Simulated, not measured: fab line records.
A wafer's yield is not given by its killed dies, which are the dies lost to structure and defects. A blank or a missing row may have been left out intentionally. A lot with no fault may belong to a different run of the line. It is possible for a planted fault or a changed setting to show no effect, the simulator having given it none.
fab line records ; flow n5-finfet
[record] lots = 10; wafers = 30; last-day = 18
route steps=1938 shown BEOL_M8@1345 PASSIVATION@1936
lots that met no fault: from a run of the same line without faults
start-h: hours from the record's opening day to when the first of the lot's shown wafers began ; wait-h: hours from the lot's prior step to this one ; " repeats the value in the row above ; L1.1+2: one row covering several wafers at once ; - either no value or no given start ; * or withheld: withheld ; < > ~ a bound
route shown NAME@n: names a module that has steps shown in the file, with the first one's number in the route ; usual: mean/standard deviation of fault-free wafers ; same: alike in all rows ; chamber/n: place in a boat ; sites: the reading at each site ; _std_site: standard deviation of those values ; _edge_site: mean of outer sites minus mean of inner sites ; radius-mm: for every site, how far away it sits from the centre of the wafer ; mask NAME#n: copy n ; behind: the most recent tool/chamber to have shaped the wafer ; hold: reason for holding the lot/hours on hold/outcome of the hold ; device: the n, p or np transistor that did not switch ; end of line: tests run on the same wafers once the route is complete ; a step without rows: its recipe alone ; killed: count of dies lost to structure and defects at first sort (not the wafer's yield) ; map: the dies of a wafer, with x for killed, . for not killed, _ for no die there
set.NAME: the setting that was run; set.NAME@STEP: the one run at that earlier step ; model.NAME: the simulator's own value behind a step, which no gauge read
one table for each step of the route and one row for each wafer, over a sample of lots
services: when a tool's chamber went out of use (start-h, in hours from the record's first day, below 0 if earlier), for how many hours, and the reason
[[steps]]
[step N5_BEOL_M8_CD_MEAS_11]
[recipe] target-cd-nm = 38.5; landing-energy-ev = 500; detector = se-inlens; polarity = opening
[usual] cd-nm = 38.4/0.52
lot.wafer;tool;chamber;start-h;wait-h;cd-nm
L350.2;cd-sem-03;0;226.98;-;38.0
L350.3;cd-sem-03;0;226.98;-;38.0
L350.5;cd-sem-03;0;226.98;-;38.2
L352.1;cd-sem-03;0;246.39;-;39.3
L352.4;cd-sem-03;0;246.39;-;37.9
L352.5;cd-sem-03;0;246.39;-;38.6
L355.1;cd-sem-01;0;265.12;-;38.0
L355.4;cd-sem-01;0;265.12;-;38.3
L355.5;cd-sem-01;0;265.12;-;37.8
L359.2;cd-sem-02;0;281.46;-;38.0
L359.3;cd-sem-02;0;281.46;-;37.5
L359.4;cd-sem-02;0;281.46;-;38.2
L357.1;cd-sem-01;0;286.69;-;37.7
L357.3;cd-sem-01;0;286.69;-;36.8
L357.5;cd-sem-01;0;286.69;-;37.9
L363.1;cd-sem-02;0;326.59;-;38.7
L363.4;cd-sem-02;0;326.59;-;38.1
L363.5;cd-sem-02;0;326.59;-;38.6
L362.4;cd-sem-01;0;326.76;-;38.7
L362.5;cd-sem-01;0;326.76;-;38.6
L362.6;cd-sem-01;0;326.76;-;38.8
L367.2;cd-sem-03;0;328.47;-;38.3
L367.3;cd-sem-03;0;328.47;-;38.8
L367.5;cd-sem-03;0;328.47;-;39.0
L365.2;cd-sem-03;0;334.14;-;39.0
L365.3;cd-sem-03;0;334.14;-;39.0
L365.6;cd-sem-03;0;334.14;-;38.7
L366.3;cd-sem-03;0;353.85;-;37.8
L366.4;cd-sem-03;0;353.85;-;38.8
L366.5;cd-sem-03;0;353.85;-;38.5
[step N5_BEOL_M8_ETCH_62]
[recipe] chemistry = N2/H2; target = SOC; target-depth-a = 1100; overetch-a = 220; mask-material = SiARC; temp-c = 40; time-s = 165; ion-energy-ev = 200; pressure-mtorr = 30; source-w = 840; bias-w = 150; n2-flow-sccm = 200; h2-flow-sccm = 200
[usual] drypump-motor-current-A = 5.7/0.43; oes-product-au = 0.68/0.073; rf-vpp-V = 525.7/1.4; showerhead-plenum-p-Torr = 2.61/0.054; throttle-valve-pct = 17.76/0.15
lot.wafer;tool;chamber;start-h;wait-h;drypump-motor-current-A;oes-product-au;rf-hours-counter-h;rf-vpp-V;showerhead-plenum-p-Torr;throttle-valve-pct
L350.2;rie-diel-03;1;227.32;0.0;5.3;0.71;55;524.1;2.57;17.70
L350.3;rie-diel-03;3;227.32;0.0;5.2;0.59;215;527.5;2.63;17.98
L350.5;rie-diel-03;0;227.32;0.0;5.9;0.73;-;527.1;2.69;17.67
L352.1;rie-diel-03;1;246.74;0.0;5.3;0.71;61;524.7;2.57;17.70
L352.4;rie-diel-03;2;246.74;0.0;5.3;0.57;247;525.8;2.62;17.83
L352.5;rie-diel-03;3;246.74;0.0;5.3;0.59;-;526.4;2.63;18.00
L355.1;rie-diel-03;1;265.46;0.0;5.3;0.70;70;524.5;2.56;17.70
L355.4;rie-diel-03;3;265.46;0.0;5.3;0.58;-;526.2;2.63;18.01
L355.5;rie-diel-03;1;265.46;0.0;5.3;0.70;-;525.7;2.56;17.69
L359.2;rie-diel-05;1;281.64;0.0;5.1;0.62;178;523.8;2.51;17.53
L359.3;rie-diel-05;0;281.64;0.0;6.4;0.58;240;524.4;2.61;17.71
L359.4;rie-diel-05;2;281.64;0.0;5.9;0.76;25;524.4;2.60;17.72
L357.1;rie-diel-01;2;286.87;0.0;5.2;0.74;38;525.0;2.58;17.81
L357.3;rie-diel-01;1;286.87;0.0;5.7;0.63;156;526.9;2.67;17.93
L357.5;rie-diel-01;0;286.87;0.0;6.4;0.60;-;524.9;2.60;17.75
L363.1;rie-diel-03;0;327.32;0.1;5.8;0.69;90;528.0;2.68;17.74
L363.4;rie-diel-03;0;327.32;0.1;5.9;0.69;-;526.4;2.67;17.75
L363.5;rie-diel-03;0;327.32;0.1;5.9;0.68;-;526.5;2.67;17.74
L362.4;rie-diel-05;3;327.36;0.0;5.7;0.74;38;521.6;2.50;18.03
L362.5;rie-diel-05;1;327.36;0.0;5.1;0.62;-;524.3;2.51;17.57
L362.6;rie-diel-05;2;327.36;0.0;5.9;0.73;-;525.5;2.59;17.76
L367.2;rie-diel-03;1;328.93;0.1;5.3;0.68;97;525.6;2.55;17.76
L367.3;rie-diel-03;0;328.93;0.1;5.8;0.69;-;526.4;2.67;17.73
L367.5;rie-diel-03;0;328.93;0.1;5.9;0.69;-;527.3;2.67;17.74
L365.2;rie-diel-03;0;334.32;0.0;5.9;0.69;93;527.1;2.67;17.74
L365.3;rie-diel-03;2;334.32;0.0;5.3;0.75;23;526.6;2.61;17.37
L365.6;rie-diel-03;2;334.32;0.0;5.3;0.76;-;526.6;2.61;17.40
L366.3;rie-diel-01;0;354.02;0.0;6.4;0.58;252;525.4;2.59;17.80
L366.4;rie-diel-01;1;354.02;0.0;5.7;0.61;-;527.5;2.66;18.00
L366.5;rie-diel-01;0;354.02;0.0;6.4;0.58;-;525.4;2.59;17.78
[step N5_BEOL_M8_STRIP_67]
[recipe] chemistry = CF4; resist = SiARC; power-w = 300; bias-power-w = 75; pressure-mtorr = 50; cf4-flow-sccm = 150; rf-frequency-hz = 6e+07
[usual] drypump-motor-current-A = 5.7/0.43; oes-product-au = 0.80/0.086; rf-vpp-V = 272.1/1.2; showerhead-plenum-p-Torr = 1.83/0.034; throttle-valve-pct = 13.49/0.15
lot.wafer;tool;chamber;start-h;wait-h;drypump-motor-current-A;oes-product-au;rf-hours-counter-h;rf-vpp-V;showerhead-plenum-p-Torr;throttle-valve-pct
L350.2;rie-diel-03;1;227.46;0.0;5.3;0.85;55;271.2;1.82;13.50
L350.3;rie-diel-03;3;227.46;0.0;5.3;0.69;215;271.4;1.83;13.59
L350.5;rie-diel-03;0;227.46;0.0;5.8;0.87;-;273.8;1.89;13.43
L352.1;rie-diel-03;1;246.89;0.0;5.3;0.84;61;272.1;1.82;13.50
L352.4;rie-diel-03;2;246.89;0.0;5.3;0.68;247;272.2;1.83;13.51
L352.5;rie-diel-03;3;246.89;0.0;5.3;0.69;-;272.1;1.83;13.61
L355.1;rie-diel-03;1;265.61;0.0;5.3;0.83;70;272.6;1.82;13.54
L355.4;rie-diel-03;3;265.61;0.0;5.3;0.69;-;272.5;1.83;13.63
L355.5;rie-diel-03;1;265.61;0.0;5.3;0.83;-;271.2;1.82;13.54
L359.2;rie-diel-05;1;281.78;0.0;5.1;0.73;178;271.7;1.79;13.37
L359.3;rie-diel-05;0;281.78;0.0;6.4;0.69;240;272.4;1.83;13.48
L359.4;rie-diel-05;2;281.78;0.0;5.9;0.90;25;271.6;1.84;13.46
L357.1;rie-diel-01;2;287.01;0.0;5.2;0.88;38;271.9;1.81;13.55
L357.3;rie-diel-01;1;287.01;0.0;5.7;0.73;156;273.1;1.85;13.56
L357.5;rie-diel-01;0;287.01;0.0;6.3;0.70;-;270.5;1.84;13.60
L362.4;rie-diel-05;3;327.51;0.0;5.7;0.88;38;270.2;1.74;13.45
L362.5;rie-diel-05;1;327.51;0.0;5.1;0.72;-;271.5;1.78;13.40
L362.6;rie-diel-05;2;327.51;0.0;5.9;0.85;-;271.5;1.84;13.52
L363.1;rie-diel-03;0;327.54;0.0;5.8;0.81;90;273.5;1.88;13.51
L363.4;rie-diel-03;0;327.54;0.0;5.8;0.82;-;272.2;1.88;13.52
L363.5;rie-diel-03;0;327.54;0.0;5.8;0.81;-;273.4;1.88;13.54
L367.2;rie-diel-03;1;329.15;0.0;5.4;0.80;97;271.7;1.81;13.59
L367.3;rie-diel-03;0;329.15;0.0;5.8;0.81;-;273.1;1.88;13.53
L367.5;rie-diel-03;0;329.15;0.0;5.9;0.81;-;273.8;1.88;13.52
L365.2;rie-diel-03;0;334.46;0.0;5.8;0.81;93;272.1;1.88;13.53
L365.3;rie-diel-03;2;334.46;0.0;5.3;0.91;23;270.7;1.82;12.97
L365.6;rie-diel-03;2;334.46;0.0;5.3;0.89;-;272.8;1.82;12.98
L366.3;rie-diel-01;0;354.17;0.0;6.3;0.69;252;272.2;1.83;13.66
L366.4;rie-diel-01;1;354.17;0.0;5.7;0.72;-;272.3;1.84;13.61
L366.5;rie-diel-01;0;354.17;0.0;6.4;0.69;-;272.5;1.83;13.69
[step N5_BEOL_M8_CD_MEAS_18]
[recipe] pitch-nm = 80; target-cd-nm = 40
[usual] cd-nm = 39.9/0.61
lot.wafer;tool;chamber;start-h;wait-h;cd-nm
L350.2;cd-sem-03;-;227.69;0.1;40.4
L350.3;cd-sem-03;-;227.69;0.1;39.9
L350.5;cd-sem-03;-;227.69;0.1;40.0
L352.1;cd-sem-01;-;247.12;0.0;41.2
L352.4;cd-sem-01;-;247.12;0.0;40.5
L352.5;cd-sem-01;-;247.12;0.0;39.2
L355.1;cd-sem-03;-;265.86;0.0;39.8
L355.4;cd-sem-03;-;265.86;0.0;39.4
L355.5;cd-sem-03;-;265.86;0.0;39.5
L359.2;cd-sem-01;-;282.01;0.1;40.2
L359.3;cd-sem-01;-;282.01;0.1;39.2
L359.4;cd-sem-01;-;282.01;0.1;39.9
L357.1;cd-sem-02;-;287.24;0.0;38.8
L357.3;cd-sem-02;-;287.24;0.0;38.2
L357.5;cd-sem-02;-;287.24;0.0;40.0
L362.4;cd-sem-03;-;327.76;0.1;40.8
L362.5;cd-sem-03;-;327.76;0.1;40.3
L362.6;cd-sem-03;-;327.76;0.1;40.7
L363.1;cd-sem-01;-;327.90;0.1;40.3
L363.4;cd-sem-01;-;327.90;0.1;40.1
L363.5;cd-sem-01;-;327.90;0.1;39.9
L367.2;cd-sem-03;-;329.45;0.1;40.1
L367.3;cd-sem-03;-;329.45;0.1;40.4
L367.5;cd-sem-03;-;329.45;0.1;40.7
L365.2;cd-sem-02;-;334.68;0.1;40.1
L365.3;cd-sem-02;-;334.68;0.1;40.1
L365.6;cd-sem-02;-;334.68;0.1;39.9
L366.3;cd-sem-03;-;354.39;0.1;39.6
L366.4;cd-sem-03;-;354.39;0.1;39.5
L366.5;cd-sem-03;-;354.39;0.1;39.8
[step N5_BEOL_M8_INSPECT_30]
[recipe] mode = adi; inspect-instrument = brightfield
[usual] raw-defect-count = 402/93
lot.wafer;tool;chamber;start-h;wait-h;raw-defect-count
L350.2;defect-inspect-02;-;230.86;0.0;409
L350.3;defect-inspect-02;-;230.86;0.0;235
L350.5;defect-inspect-02;-;230.86;0.0;271
L352.1;defect-inspect-01;-;248.16;0.1;1326
L352.4;defect-inspect-01;-;248.16;0.1;1253
L352.5;defect-inspect-01;-;248.16;0.1;1312
L355.1;defect-inspect-02;-;267.13;0.1;1355
L355.4;defect-inspect-02;-;267.13;0.1;1442
L355.5;defect-inspect-02;-;267.13;0.1;1315
L359.2;defect-inspect-02;-;282.40;0.0;392
L359.3;defect-inspect-02;-;282.40;0.0;365
L359.4;defect-inspect-02;-;282.40;0.0;409
L357.1;defect-inspect-02;-;288.33;0.1;441
L357.3;defect-inspect-02;-;288.33;0.1;387
L357.5;defect-inspect-02;-;288.33;0.1;487
L362.4;defect-inspect-02;-;328.31;0.0;443
L362.5;defect-inspect-02;-;328.31;0.0;406
L362.6;defect-inspect-02;-;328.31;0.0;481
L363.1;defect-inspect-02;-;328.75;0.1;393
L363.4;defect-inspect-02;-;328.75;0.1;364
L363.5;defect-inspect-02;-;328.75;0.1;358
L367.2;defect-inspect-01;-;329.87;0.0;425
L367.3;defect-inspect-01;-;329.87;0.0;336
L367.5;defect-inspect-01;-;329.87;0.0;385
L365.2;defect-inspect-02;-;337.74;0.1;675
L365.3;defect-inspect-02;-;337.74;0.1;646
L365.6;defect-inspect-02;-;337.74;0.1;367
L366.3;defect-inspect-02;-;355.71;0.0;492
L366.4;defect-inspect-02;-;355.71;0.0;559
L366.5;defect-inspect-02;-;355.71;0.0;569
[step N5_PASSIVATION_PROBE_49]
[usual] defect-limited-yield = 91.1/1.3; killed_at_M0_to_M3 = 35/11; killed_at_M4_up = 13/5.4; killed-at-contacts = 14/6.5; killed-at-front-end = 41/11; killed-at-other = 4/3.1; killed-dies = 106/15; killed-on-rim = 14/3.7; killed-open = 69/12; killed-short = 35/7; sort_bin_4_leakage = 0.01/0.078; sort_bin_5_function = 5.2/0.86; sort_bin_6_memory = 3.4/0.64; sort-n-pass = 1074/15; sort-yield-pct = 91.0/1.3
[same] gross-dies = 1180; killed-at-back-side = 0; sort_bin_8_speed[%] = 0
lot.wafer;tool;chamber;start-h;wait-h;defect-limited-yield[%];killed_at_M0_to_M3;killed_at_M4_up;killed-at-contacts;killed-at-front-end;killed-at-other;killed-dies;killed-on-rim;killed-open;killed-short;sort_bin_4_leakage[%];sort_bin_5_function[%];sort_bin_6_memory[%];sort-n-pass;sort-yield-pct[%]
L350.2;prober-02;-;295.64;0.1;90.7;16;26;15;50;3;110;14;71;38;0;5.1;4.1;1070;90.7
L350.3;prober-02;-;295.69;0.1;93.2;21;6;5;46;2;80;10;54;25;0;4.2;2.5;1100;93.2
L350.5;prober-02;-;295.79;0.2;91.1;36;10;13;42;4;105;19;66;38;0;5.1;3.6;1075;91.1
L352.1;prober-02;-;314.45;0.0;84.2;38;120;8;19;1;186;21;51;18;0;8.7;3.6;994;84.2
L352.4;prober-02;-;314.60;0.2;80.5;48;149;4;27;2;230;20;63;27;0;13.0;3.7;950;80.5
L352.5;prober-02;-;314.65;0.2;87.6;44;72;4;21;5;146;30;49;29;0.93;7.1;3.0;1023;86.7
L355.1;prober-02;-;324.62;0.0;81.3;34;127;10;48;2;221;26;64;37;0;11.9;3.8;959;81.3
L355.4;prober-02;-;324.77;0.2;85.7;26;80;17;38;8;169;34;67;35;0;8.3;3.6;1011;85.7
L355.5;prober-02;-;324.82;0.2;81.9;33;139;9;28;4;213;28;57;30;0;10.3;3.7;967;81.9
L359.2;prober-01;-;348.80;0.1;89.2;56;16;20;32;4;128;16;80;45;0;7.2;3.5;1052;89.2
L359.3;prober-01;-;348.85;0.1;89.2;49;11;23;36;9;128;13;81;43;0;6.4;4.0;1052;89.2
L359.4;prober-01;-;348.90;0.2;88.8;46;5;21;53;7;132;20;89;41;0;6.2;4.4;1048;88.8
L357.1;prober-01;-;352.65;0.0;87.6;34;20;19;73;0;146;13;100;42;0;6.9;4.7;1034;87.6
L357.3;prober-01;-;352.75;0.1;89.7;33;17;13;52;6;121;19;91;27;0;6.4;3.8;1059;89.7
L357.5;prober-01;-;352.85;0.2;91.9;27;10;16;41;2;96;10;68;25;0;5.2;2.8;1084;91.9
L362.4;prober-02;-;398.87;0.7;90.8;35;13;14;44;3;109;20;67;37;0;4.9;3.9;1071;90.8
L362.5;prober-02;-;398.92;0.7;90.4;43;15;7;46;2;113;17;77;34;0;5.8;3.5;1067;90.4
L362.6;prober-02;-;398.97;0.8;92.0;39;24;7;22;2;94;16;56;36;0;4.3;3.0;1086;92.0
L363.1;prober-02;-;406.72;0.0;91.2;41;30;3;29;1;104;10;69;31;0;5.4;3.0;1076;91.2
L363.4;prober-02;-;406.87;0.2;91.0;51;12;12;28;3;106;17;62;41;0;5.5;3.1;1074;91.0
L363.5;prober-02;-;406.92;0.2;92.9;35;13;8;25;3;84;10;56;28;0;4.7;2.4;1096;92.9
// killed by level:class
L350.2 STI_FIN_REVEAL:geometric-particle:open=12 FIN_SAQP:geometric-particle:short=11 MOL_CONTACT_COAG:geometric-particle:open=11 BEOL_M4:geometric-particle:open=11 FIN_SAQP:geometric-particle:open=6 BEOL_M0_SAQP:geometric-particle:short=6 STARTING-WAFER:geometric-particle:open=5 ILD0:geometric-particle:short=4
L350.3 STI_FIN_REVEAL:geometric-particle:open=19 BEOL_M0_SAQP:geometric-particle:open=8 FIN_SAQP:geometric-particle:open=6 FIN_SAQP:geometric-particle:short=5 STI_FIN_REVEAL:geometric-particle:short=5 MOL_CONTACT_COAG:geometric-particle:open=4 GATE_CUT:geometric-particle:open=3 GATE_CUT:geometric-particle:short=3
L350.5 STI_FIN_REVEAL:geometric-particle:open=14 MOL_CONTACT_COAG:geometric-particle:open=11 BEOL_M0_SAQP:geometric-particle:short=9 BEOL_M0_SAQP:geometric-particle:open=8 DUMMY_GATE:geometric-particle:open=7 FIN_SAQP:geometric-particle:short=6 FIN_SAQP:geometric-particle:open=5 BEOL_M1:geometric-particle:open=5
L352.1 BEOL_M8:unspecified=112 BEOL_M0_SAQP:geometric-particle:open=10 BEOL_M3:geometric-particle:open=9 MOL_CONTACT_COAG:geometric-particle:open=6 STI_FIN_REVEAL:geometric-particle:open=5 DUMMY_GATE:geometric-particle:open=4 BEOL_M0_SAQP:geometric-particle:short=4 BEOL_M1:geometric-particle:open=4
L352.4 BEOL_M8:unspecified=137 BEOL_M3:geometric-particle:open=18 BEOL_M1:geometric-particle:open=8 GATE_CUT:geometric-particle:open=6 FIN_SAQP:geometric-particle:open=5 FIN_SAQP:geometric-particle:short=5 BEOL_M0_SAQP:geometric-particle:short=5 BEOL_M0_SAQP:geometric-particle:open=5
L352.5 BEOL_M8:unspecified=66 BEOL_M3:geometric-particle:open=13 BEOL_M0:geometric-particle:short=9 BEOL_M1:geometric-particle:open=7 GATE_CUT:geometric-particle:open=5 MOL_CONTACT_COAG:geometric-particle:open=4 BEOL_M0_SAQP:geometric-particle:open=4 BEOL_M0_SAQP:geometric-particle:short=3
L355.1 BEOL_M8:unspecified=118 FIN_SAQP:geometric-particle:short=12 STI_FIN_REVEAL:geometric-particle:open=12 MOL_CONTACT_COAG:geometric-particle:open=9 BEOL_M0_SAQP:geometric-particle:open=8 BEOL_M0_SAQP:geometric-particle:short=6 BEOL_M4:geometric-particle:open=6 FIN_SAQP:geometric-particle:open=5
L355.4 BEOL_M8:unspecified=65 MOL_CONTACT_COAG:geometric-particle:open=17 BEOL_M0_SAQP:geometric-particle:short=9 FIN_SAQP:geometric-particle:short=8 FIN_SAQP:geometric-particle:open=7 STI_FIN_REVEAL:geometric-particle:open=6 BEOL_M4:geometric-particle:open=6 BEOL_M0_SAQP:geometric-particle:open=5
L355.5 BEOL_M8:unspecified=123 BEOL_M0_SAQP:geometric-particle:open=11 BEOL_M0_SAQP:geometric-particle:short=9 BEOL_M4:geometric-particle:open=9 MOL_CONTACT_COAG:geometric-particle:open=7 FIN_SAQP:geometric-particle:short=6 STI_FIN_REVEAL:geometric-particle:open=5 FIN_SAQP:geometric-particle:open=4
L359.2 MOL_CONTACT_COAG:geometric-particle:open=14 BEOL_M0_SAQP:geometric-particle:short=12 BEOL_M0_SAQP:geometric-particle:open=12 BEOL_M1:geometric-particle:open=9 STI_FIN_REVEAL:geometric-particle:open=8 FIN_SAQP:geometric-particle:short=7 BEOL_M3:geometric-particle:open=6 BEOL_M4:geometric-particle:open=6
L359.3 MOL_CONTACT_COAG:geometric-particle:open=18 BEOL_M1:geometric-particle:open=18 BEOL_M3:geometric-particle:open=9 STI_FIN_REVEAL:geometric-particle:open=8 BEOL_M0_SAQP:geometric-particle:open=7 STI_FIN_REVEAL:geometric-particle:short=5 MOL_CONTACT_COAG:geometric-particle:short=5 BEOL_M0_SAQP:geometric-particle:short=5
L359.4 MOL_CONTACT_COAG:geometric-particle:open=19 STI_FIN_REVEAL:geometric-particle:open=18 BEOL_M1:geometric-particle:open=14 FIN_SAQP:geometric-particle:open=9 FIN_SAQP:geometric-particle:short=9 BEOL_M0_SAQP:geometric-particle:short=8 BEOL_M0_SAQP:geometric-particle:open=7 BEOL_M1:geometric-particle:short=5
L357.1 FIN_SAQP:geometric-particle:open=25 FIN_SAQP:geometric-particle:short=18 STI_FIN_REVEAL:geometric-particle:open=15 MOL_CONTACT_COAG:geometric-particle:open=15 BEOL_M2:geometric-particle:open=10 BEOL_M0_SAQP:geometric-particle:open=6 BEOL_M4:geometric-particle:open=6 BEOL_M0_SAQP:geometric-particle:short=5
L357.3 STI_FIN_REVEAL:geometric-particle:open=28 MOL_CONTACT_COAG:geometric-particle:open=12 BEOL_M2:geometric-particle:open=12 FIN_SAQP:geometric-particle:open=7 BEOL_M4:geometric-particle:open=6 STI_FIN_REVEAL:geometric-particle:short=4 BEOL_M2:geometric-particle:short=4 BEOL_M7:geometric-particle:open=4
L357.5 MOL_CONTACT_COAG:geometric-particle:open=16 STI_FIN_REVEAL:geometric-particle:open=14 FIN_SAQP:geometric-particle:open=11 BEOL_M2:geometric-particle:open=11 FIN_SAQP:geometric-particle:short=7 BEOL_M0_SAQP:geometric-particle:open=4 BEOL_M4:geometric-particle:short=4 BEOL_M4:geometric-particle:open=4
L362.4 MOL_CONTACT_COAG:geometric-particle:open=13 BEOL_M0_SAQP:geometric-particle:open=10 DUMMY_GATE:geometric-particle:open=7 BEOL_M0_SAQP:geometric-particle:short=7 BEOL_M4:geometric-particle:open=6 FIN_SAQP:geometric-particle:open=4 BEOL_M0:geometric-particle:open=4 STARTING-WAFER:geometric-particle:open=4
L362.5 BEOL_M0_SAQP:geometric-particle:open=18 STI_FIN_REVEAL:geometric-particle:open=13 BEOL_M0_SAQP:geometric-particle:short=8 BEOL_M4:geometric-particle:open=7 MOL_CONTACT_COAG:geometric-particle:open=6 FIN_SAQP:geometric-particle:short=5 BEOL_M0:geometric-particle:open=5 STARTING-WAFER:geometric-particle:open=5
L362.6 BEOL_M0_SAQP:geometric-particle:short=17 BEOL_M0_SAQP:geometric-particle:open=12 STI_FIN_REVEAL:geometric-particle:open=8 BEOL_M4:geometric-particle:open=8 BEOL_M5:geometric-particle:open=7 FIN_SAQP:geometric-particle:short=6 MOL_CONTACT_COAG:geometric-particle:open=5 BEOL_M1:geometric-particle:open=4
L363.1 BEOL_M0_SAQP:geometric-particle:open=14 BEOL_M5:geometric-particle:open=11 BEOL_M3:geometric-particle:open=9 STARTING-WAFER:geometric-particle:short=8 STI_FIN_REVEAL:geometric-particle:open=7 BEOL_M0_SAQP:geometric-particle:short=6 BEOL_M1:geometric-particle:open=6 BEOL_M7:geometric-particle:open=6
L363.4 BEOL_M0_SAQP:geometric-particle:short=16 BEOL_M0_SAQP:geometric-particle:open=11 BEOL_M3:geometric-particle:open=8 MOL_CONTACT_COAG:geometric-particle:open=8 BEOL_M5:geometric-particle:open=7 BEOL_M1:geometric-particle:open=6 STI_FIN_REVEAL:geometric-particle:open=5 MOL_CONTACT_COAG:geometric-particle:short=4
L363.5 BEOL_M0_SAQP:geometric-particle:short=9 STI_FIN_REVEAL:geometric-particle:open=7 MOL_CONTACT_COAG:geometric-particle:open=7 BEOL_M2:geometric-particle:open=6 GATE_CUT:geometric-particle:short=4 BEOL_M1:geometric-particle:open=4 BEOL_M3:geometric-particle:open=4 STARTING-WAFER:geometric-particle:short=4
[[services]]
tool;chamber;start-h;hours;kind
rie-diel-05;3;216.48;-;clean
rie-diel-05;3;216.48;-;consumable-replace:focus-ring
rie-diel-05;3;216.48;20.3;scheduled-down
rie-diel-05;3;216.48;20.3;vent-cycle
rie-diel-05;-;228.13;0.4;repair
rie-diel-01;3;235.05;61.9;repair
rie-diel-03;2;254.30;-;clean
rie-diel-03;2;254.30;-;consumable-replace:focus-ring
rie-diel-03;2;254.30;22.5;scheduled-down
rie-diel-03;2;254.30;22.5;vent-cycle
rie-diel-05;2;271.67;4.7;repair
rie-diel-01;0;275.58;5.2;repair
rie-diel-05;1;291.08;6.5;repair
rie-diel-03;1;302.27;7.5;repair
rie-diel-05;0;309.54;-;clean
rie-diel-05;0;309.54;-;consumable-replace:focus-ring
rie-diel-03;3;315.27;-;clean
rie-diel-03;3;315.27;-;consumable-replace:focus-ring
rie-diel-03;3;315.27;38.3;scheduled-down
rie-diel-03;3;315.27;38.3;vent-cycle
rie-diel-01;0;317.42;11.6;repair
rie-diel-01;3;320.48;100.8;repair
rie-diel-03;2;326.80;3.5;repair
rie-diel-05;1;347.17;6.4;repair
[[key]]
[first-sign] step = N5_BEOL_M8_INSPECT_30; reading = raw-defect-count; direction = up; sigmas = 10; usual = 402; struck = 1334
[effect] step = N5_PASSIVATION_PROBE_49; reading = killed_at_M4_up; direction = up; sigmas = 19; usual = 13; struck = 114
[more-kills-born-at] N5_BEOL_M8_STRIP_67@rie-diel-03 = 621
met-at N5_BEOL_M8_STRIP_67
struck-lots L352,L355
not-acting-at N5_BEOL_M8_CD_MEAS_11,N5_BEOL_M8_ETCH_62,N5_BEOL_M8_CD_MEAS_18
onset-between 227.46 246.89
[fault] kind = chamber-particle-source; tool = rie-diel-03; chamber = -; onset-h = 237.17; steps = N5_BEOL_M8_STRIP_67; rate-per-visit-cm2 = 1.4277; end-h = 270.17
